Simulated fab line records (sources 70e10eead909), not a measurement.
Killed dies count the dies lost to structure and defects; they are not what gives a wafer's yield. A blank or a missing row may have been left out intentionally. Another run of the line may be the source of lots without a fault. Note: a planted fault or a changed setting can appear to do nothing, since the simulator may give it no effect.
A lot that was struck, set against a sound lot | flow nandHarc | 14 out of 1159 route steps
Sound: wafers L161.1, L161.3, L161.4. The struck wafers were L175.1, L175.4, L175.5. The cause is given at the end.
Per side, at each step with rows, come the tool, then ch with its chambers, and then its first start. Under that, the readings that differ: sound wafers | struck wafers | difference of the means | sigmas: that difference in standard deviations of wafers without a fault.
alike: readings whose means differ by less than 2 such deviations, and words and numbers that are the same on both sides. not compared: withheld readings, readings that some wafer has no value for, bounds like >300 that may hide the same value, and numbers for which the record gives no deviation and whose values overlap.
A row with sigmas, a row that says differs or no value, or rows on one side alone: a step with any of these is where the two part. Numbers that have no deviation but don't overlap get no sigmas and don't part them. A reading that every wafer of one side lacks parts them only if that side has two wafers or more.

first, 3 steps without rows for these wafers: NHARC_A_STAIRCASE_STRIP_317 (strips in SPM, time 900 s); NHARC_A_STAIRCASE_PRECLEAN_318 (cleans in SC1); NHARC_A_STAIRCASE_SRD_329.
NHARC_A_STAIRCASE_ALD_415: deposits SiO2, target thk 30 nm, pulse time 6 s, ald cycles 300.
  sound on aldHk-04 ch 0,1,3, day 12 17:11; struck on aldHk-04 ch 0,1,3, day 16 14:48
  alike: heaterPowerW, precursorPulseHeightRel
then, 1 step without rows for these wafers: NHARC_A_STAIRCASE_ETCHBACK_416 (etches the open film in C4F8/O2/Ar, target depth 36 nm, time 7.2 s).
NHARC_A_STAIRCASE_STRIP_476: strips in O2, time 20 s.
  sound on rieDiel-05 ch 0,2,3, day 12 19:07; struck on rieDiel-11 ch 0,2,3, day 16 16:46
  alike: drypumpMotorCurrentA, oesProductAu, rfVppV, showerheadPlenumPTorr, throttleValvePct
  not compared: rfHoursCounterH
NHARC_A_STAIRCASE_DEP_417: deposits Si3N4, target thk 60 nm.
  sound on pecvd-04 ch 0,1,2, day 12 19:16; struck on pecvd-01 ch 2, day 16 16:51
  alike: heaterPowerW, rfFwdPowerW
then, 3 steps without rows for these wafers: NHARC_A_STAIRCASE_WET_418 (chemistry H3PO4, target depth 20 nm); NHARC_A_STAIRCASE_PRECLEAN_419 (cleans in SC1); NHARC_A_STAIRCASE_SRD_421.
NHARC_A_STAIRCASE_ALD_420: deposits SiO2, target thk 20 nm, pulse time 6 s, ald cycles 200.
  sound on aldHk-03 ch 1,2,3, day 12 22:26; struck on aldHk-03 ch 2,3, day 16 20:30
  alike: heaterPowerW, precursorPulseHeightRel
NHARC_A_STAIRCASE_CVD_552: deposits SiNx, target thk 40 nm.
  sound on lpcvd-02 ch 1, day 13 03:07; struck on lpcvd-01 ch 1, day 17 05:03
NHARC_A_STAIRCASE_DEP_151: deposits SiO2, target thk 3800 nm.
  sound on pecvd-01 ch 1,2, day 13 06:44; struck on pecvd-01 ch 0,1, day 17 09:38
reading                 | sound             | struck            | difference | sigmas
mfcPrecursorSccm (sccm) | 199.5 200.0 199.3 | 201.7 199.9 201.2 | +1.3       | +2
  alike: heaterPowerW, rfFwdPowerW
-- break in the record here, with 7 days between the starts of the struck wafers on either side (left off in module A_STAIRCASE, picked up again in module END, where the first step shown is number 1159 on the route) --
NHARC_END_SORT_01:
  the record has rows for the struck wafers here (prober-02 ch 0, day 24 13:14) and none for the sound ones

== WHERE THEY PART ==
Last at NHARC_END_SORT_01 as far as this record goes, first at NHARC_A_STAIRCASE_DEP_151.

WHY: whatever the simulator had introduced
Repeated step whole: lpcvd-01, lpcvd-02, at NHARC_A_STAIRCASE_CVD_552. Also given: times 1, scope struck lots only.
